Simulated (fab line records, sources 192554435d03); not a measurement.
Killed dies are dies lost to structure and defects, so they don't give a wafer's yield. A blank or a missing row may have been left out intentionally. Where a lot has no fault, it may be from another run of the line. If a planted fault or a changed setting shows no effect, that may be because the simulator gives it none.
Which of the tools did it?    flow n5-finfet    72 wafers from 24 lots sampled at 4 of the route's 1938 steps

WHAT EACH GAUGE READ, for each wafer
N5_BEOL_M3_OVL_MEAS_12. Usual: M3_OVL typically reads 0.0 nm, with standard deviation 0.66.
lot   measured      on          M3_OVL (nm)     flag
L074  day 6 22:16   overlay-02  1.1 0.1 0.2     
L075  day 7 04:29   overlay-02  0.7 -0.2 0.2    
L077  day 7 15:46   overlay-02  -0.9 -0.1 -0.7  
L076  day 7 18:37   overlay-02  0.3 -0.6 -0.4   
L079  day 8 07:10   overlay-01  0.6 0.9 0.1     
L078  day 8 10:04   overlay-02  -0.2 0.2 0.8    
L080  day 8 21:50   overlay-01  0.2 -0.2 -0.6   
L081  day 8 23:00   overlay-02  -0.6 0.3 -0.1   
L083  day 9 05:02   overlay-02  1.2 0.9 1.3     
L082  day 9 07:08   overlay-01  0.8 -0.4 0.4    
L084  day 9 15:59   overlay-01  -0.6 -0.8 -0.4  
L085  day 9 21:10   overlay-01  -0.1 0.2 -0.6   
L086  day 10 14:41  overlay-01  0.3 -0.6 0.7    
L087  day 10 20:57  overlay-02  0.0 1.3 0.6     
L088  day 10 22:23  overlay-01  -1.2 -0.6 -0.6  
L089  day 11 00:22  overlay-02  0.1 0.0 0.2     
L090  day 11 05:41  overlay-01  1.2 0.1 -0.6    
L091  day 11 11:20  overlay-01  -0.4 -1.1 -1.3  
L092  day 11 16:37  overlay-01  -0.2 -0.6 -0.3  
L094  day 12 00:28  overlay-02  -0.3 0.7 0.0    
L093  day 12 11:22  overlay-02  -1.0 -0.1 0.0   
L095  day 12 17:46  overlay-02  0.5 0.8 0.7     
L096  day 13 00:18  overlay-02  -0.9 -0.5 -1.6  
L097  day 13 05:29  overlay-01  -0.7 1.3 0.2    

WHAT TOOL EACH LOT RAN ON (gives the tool, then ch and the chambers of the sampled wafers, and finally the start)
lot   N5_BEOL_M2_ALD_84                    N5_BEOL_M2_ANNEAL_89          N5_BEOL_M2_ANNEAL_93
L074  ald-metal-01 ch 0,1,3, day 6 16:59   pvd-sputter-01, day 6 18:40   pvd-sputter-01, day 6 19:07
L075  ald-metal-01 ch 0,3, day 6 22:22     pvd-sputter-03, day 7 00:25   pvd-sputter-03, day 7 00:55
L077  ald-metal-01 ch 0,1,2, day 7 10:53   pvd-sputter-01, day 7 12:40   pvd-sputter-01, day 7 13:06
L076  ald-metal-03 ch 1,2,3, day 7 11:06   pvd-sputter-03, day 7 14:03   pvd-sputter-03, day 7 14:29
L079  ald-metal-03 ch 0,1,3, day 8 02:12   pvd-sputter-01, day 8 03:38   pvd-sputter-01, day 8 04:05
L078  ald-metal-01 ch 0,2,3, day 8 05:43   pvd-sputter-02, day 8 07:07   pvd-sputter-02, day 8 07:34
L080  ald-metal-01 ch 1,2, day 8 09:44     pvd-sputter-03, day 8 17:40   pvd-sputter-03, day 8 18:07
L081  ald-metal-01 ch 1,2, day 8 18:28     pvd-sputter-03, day 8 19:57   pvd-sputter-03, day 8 20:23
L083  ald-metal-02 ch 1,2,3, day 8 22:09   pvd-sputter-01, day 8 23:55   pvd-sputter-01, day 9 00:21
L082  ald-metal-01 ch 0,1,2, day 9 01:34   pvd-sputter-02, day 9 03:13   pvd-sputter-02, day 9 03:40
L084  ald-metal-03 ch 0,2,3, day 9 08:11   pvd-sputter-01, day 9 11:35   pvd-sputter-01, day 9 12:01
L085  ald-metal-03 ch 1,2,3, day 9 16:55   pvd-sputter-03, day 9 18:32   pvd-sputter-03, day 9 18:59
L086  ald-metal-01 ch 0,1, day 10 10:32    pvd-sputter-03, day 10 12:01  pvd-sputter-03, day 10 12:28
L087  ald-metal-01 ch 0,2,3, day 10 15:02  pvd-sputter-02, day 10 16:44  pvd-sputter-02, day 10 17:11
L088  ald-metal-03 ch 0,1,3, day 10 17:52  pvd-sputter-01, day 10 19:31  pvd-sputter-01, day 10 19:58
L089  ald-metal-03 ch 0,2,3, day 10 18:28  pvd-sputter-03, day 10 21:03  pvd-sputter-03, day 10 21:29
L090  ald-metal-01 ch 0,1,3, day 10 22:55  pvd-sputter-02, day 11 00:47  pvd-sputter-02, day 11 01:14
L091  ald-metal-03 ch 0,3, day 11 07:01    pvd-sputter-01, day 11 08:34  pvd-sputter-01, day 11 09:01
L092  ald-metal-01 ch 1,2,3, day 11 10:52  pvd-sputter-01, day 11 14:05  pvd-sputter-01, day 11 14:31
L094  ald-metal-01 ch 1,2,3, day 11 20:28  pvd-sputter-02, day 11 21:56  pvd-sputter-02, day 11 22:23
L093  ald-metal-01 ch 0,1, day 12 07:14    pvd-sputter-02, day 12 08:43  pvd-sputter-02, day 12 09:10
L095  ald-metal-02 ch 0,3, day 12 10:55    pvd-sputter-03, day 12 14:01  pvd-sputter-03, day 12 14:27
L096  ald-metal-01 ch 1,2,3, day 12 17:23  pvd-sputter-03, day 12 19:13  pvd-sputter-03, day 12 19:40
L097  ald-metal-01 ch 2,3, day 13 01:07    pvd-sputter-02, day 13 02:47  pvd-sputter-02, day 13 03:14
- N5_BEOL_M2_ALD_84: deposits TaN, pulse time 2 s, purge time 3 s, co reactant purge time 2 s.
- N5_BEOL_M2_ANNEAL_89: time 240 s.
- N5_BEOL_M2_ANNEAL_93: time 240 s.

WHAT THE TOOLS THEMSELVES READ (means of the sampled wafers that have a number; where no wafer has one, the mark that the record gives instead)
N5_BEOL_M2_ALD_84. Usual: heater-power-w at 427 W, with a standard deviation of 54.
lot   tool          heater-power-w (W)  flag
L074  ald-metal-01  416                 
L075  ald-metal-01  394                 
L077  ald-metal-01  456                 
L076  ald-metal-03  436                 
L079  ald-metal-03  410                 
L078  ald-metal-01  432                 
L080  ald-metal-01  472                 
L081  ald-metal-01  483                 
L083  ald-metal-02  369                 
L082  ald-metal-01  446                 
L084  ald-metal-03  386                 
L085  ald-metal-03  433                 
L086  ald-metal-01  443                 
L087  ald-metal-01  423                 
L088  ald-metal-03  406                 
L089  ald-metal-03  391                 
L090  ald-metal-01  422                 
L091  ald-metal-03  360                 
L092  ald-metal-01  451                 
L094  ald-metal-01  445                 
L093  ald-metal-01  420                 
L095  ald-metal-02  420                 
L096  ald-metal-01  452                 
L097  ald-metal-01  421                 

N5_BEOL_M2_ANNEAL_89. Usual: heater-power-w at 798 W, with a standard deviation of 85.
lot   tool            heater-power-w (W)  flag
L074  pvd-sputter-01  824                 
L075  pvd-sputter-03  692                 
L077  pvd-sputter-01  861                 
L076  pvd-sputter-03  782                 
L079  pvd-sputter-01  796                 
L078  pvd-sputter-02  818                 
L080  pvd-sputter-03  707                 
L081  pvd-sputter-03  781                 
L083  pvd-sputter-01  811                 
L082  pvd-sputter-02  861                 
L084  pvd-sputter-01  801                 
L085  pvd-sputter-03  701                 
L086  pvd-sputter-03  712                 
L087  pvd-sputter-02  864                 
L088  pvd-sputter-01  810                 
L089  pvd-sputter-03  724                 
L090  pvd-sputter-02  849                 
L091  pvd-sputter-01  779                 
L092  pvd-sputter-01  780                 
L094  pvd-sputter-02  828                 
L093  pvd-sputter-02  823                 
L095  pvd-sputter-03  698                 
L096  pvd-sputter-03  864                 
L097  pvd-sputter-02  824                 

N5_BEOL_M2_ANNEAL_93. Usual: heater-power-w at 796 W, with a standard deviation of 85.
lot   tool            heater-power-w (W)  flag
L074  pvd-sputter-01  805                 
L075  pvd-sputter-03  689                 
L077  pvd-sputter-01  847                 
L076  pvd-sputter-03  790                 
L079  pvd-sputter-01  794                 
L078  pvd-sputter-02  828                 
L080  pvd-sputter-03  712                 
L081  pvd-sputter-03  766                 
L083  pvd-sputter-01  799                 
L082  pvd-sputter-02  867                 
L084  pvd-sputter-01  815                 
L085  pvd-sputter-03  704                 
L086  pvd-sputter-03  712                 
L087  pvd-sputter-02  853                 
L088  pvd-sputter-01  795                 
L089  pvd-sputter-03  725                 
L090  pvd-sputter-02  849                 
L091  pvd-sputter-01  788                 
L092  pvd-sputter-01  785                 
L094  pvd-sputter-02  824                 
L093  pvd-sputter-02  830                 
L095  pvd-sputter-03  694                 
L096  pvd-sputter-03  866                 
L097  pvd-sputter-02  825                 

THE ANSWER, worked out from the rows above alone
Rule: take the mean of a lot's wafers that have a number; if it is more than 3 standard deviations from the usual mean, the lot is off. Also off: a lot with no number at a reading for which 4 or more lots have one. The other lots that the step has rows for count as sound. Order of review: gauges by route order, followed by the tools' own readings, for which a lot's mean as printed above is used. The first step at which some lot is off is used, and at that step the reading that is off furthest; a lot without a number counts as furthest.
Nothing can be told from this: no lot is off at any reading shown.

WHAT THE SIMULATOR HAD PUT IN
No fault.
